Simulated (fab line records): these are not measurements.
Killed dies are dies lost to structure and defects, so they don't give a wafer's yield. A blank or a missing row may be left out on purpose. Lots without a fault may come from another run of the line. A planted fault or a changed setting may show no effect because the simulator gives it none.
The tool behind it: which one? | flow n5Finfet | 9 lots, 27 wafers sampled, at 3 steps of a route of 1938

== WHAT EACH GAUGE READ, for each wafer ==
N5_BEOL_M0_SAQP_CD_MEAS_14: the cd target is 42.5 nm.
lot  | measured     | on       | cdNm (nm)
L331 | day 5 23:59  | cdSem-03 | 42.6 42.7 42.0
L333 | day 6 11:44  | cdSem-03 | 42.4 42.2 42.5
L334 | day 6 16:56  | cdSem-03 | 42.5 43.2 42.3
L337 | day 7 10:51  | cdSem-02 | 42.2 42.4 41.4
L338 | day 7 17:44  | cdSem-02 | 42.7 41.1 41.5
L347 | day 10 02:09 | cdSem-02 | 42.5 42.1 42.5
L348 | day 10 15:05 | cdSem-03 | 42.8 42.4 42.8
L349 | day 10 16:36 | cdSem-02 | 42.1 42.3 42.3
L351 | day 11 05:43 | cdSem-03 | 42.0 42.6 42.7

== WHAT TOOL EACH LOT RAN ON (gives the tool, then ch and the chambers of the sampled wafers, and finally the start) ==
lot  | N5_BEOL_M0_SAQP_PECVD_97        | N5_BEOL_M0_SAQP_DEVELOP_13
L331 | pecvd-04 ch 0,1,2, day 5 23:29  | lithoTrack-01 ch 0, day 5 23:56
L333 | pecvd-01 ch 0,1,2, day 6 11:07  | lithoTrack-01 ch 0, day 6 11:40
L334 | pecvd-01 ch 0,1,2, day 6 16:23  | lithoTrack-02 ch 0, day 6 16:53
L337 | pecvd-01 ch 0,2, day 7 10:20    | lithoTrack-01 ch 0, day 7 10:47
L338 | pecvd-01 ch 0,2, day 7 17:07    | lithoTrack-01 ch 0, day 7 17:41
L347 | pecvd-01 ch 1,2, day 10 01:30   | lithoTrack-02 ch 0, day 10 02:06
L348 | pecvd-01 ch 0,1,2, day 10 14:34 | lithoTrack-02 ch 0, day 10 15:01
L349 | pecvd-04 ch 0,1,2, day 10 15:59 | lithoTrack-01 ch 0, day 10 16:33
L351 | pecvd-02 ch 1,2, day 11 04:20   | lithoTrack-01 ch 0, day 11 05:39
- N5_BEOL_M0_SAQP_PECVD_97: deposits SiNx from SiH4/NH3/N2, target thk 23 nm, time 19.9 s.
- N5_BEOL_M0_SAQP_DEVELOP_13: develop time 30 s.

== THE ANSWER, worked out from the rows above alone ==
Rule: the usual values come from the lots themselves. The widest of any qualifying gaps counts: lots, ordered by their means at a reading, are off when they make up no more than a third of the lots, leave a main group of 4 or more, and stand apart from it by 3 or more times the standard deviation of that group's means. The tables above print the reading to a certain number of digits; a main group whose means all agree to those digits is not used. A lot without any number at a reading at which 4 lots or more have one is off too. The other lots that the step has rows for count as sound.
No lot is off at any reading shown: from this, nothing can be told.

== WHAT THE SIMULATOR HAD PUT IN ==
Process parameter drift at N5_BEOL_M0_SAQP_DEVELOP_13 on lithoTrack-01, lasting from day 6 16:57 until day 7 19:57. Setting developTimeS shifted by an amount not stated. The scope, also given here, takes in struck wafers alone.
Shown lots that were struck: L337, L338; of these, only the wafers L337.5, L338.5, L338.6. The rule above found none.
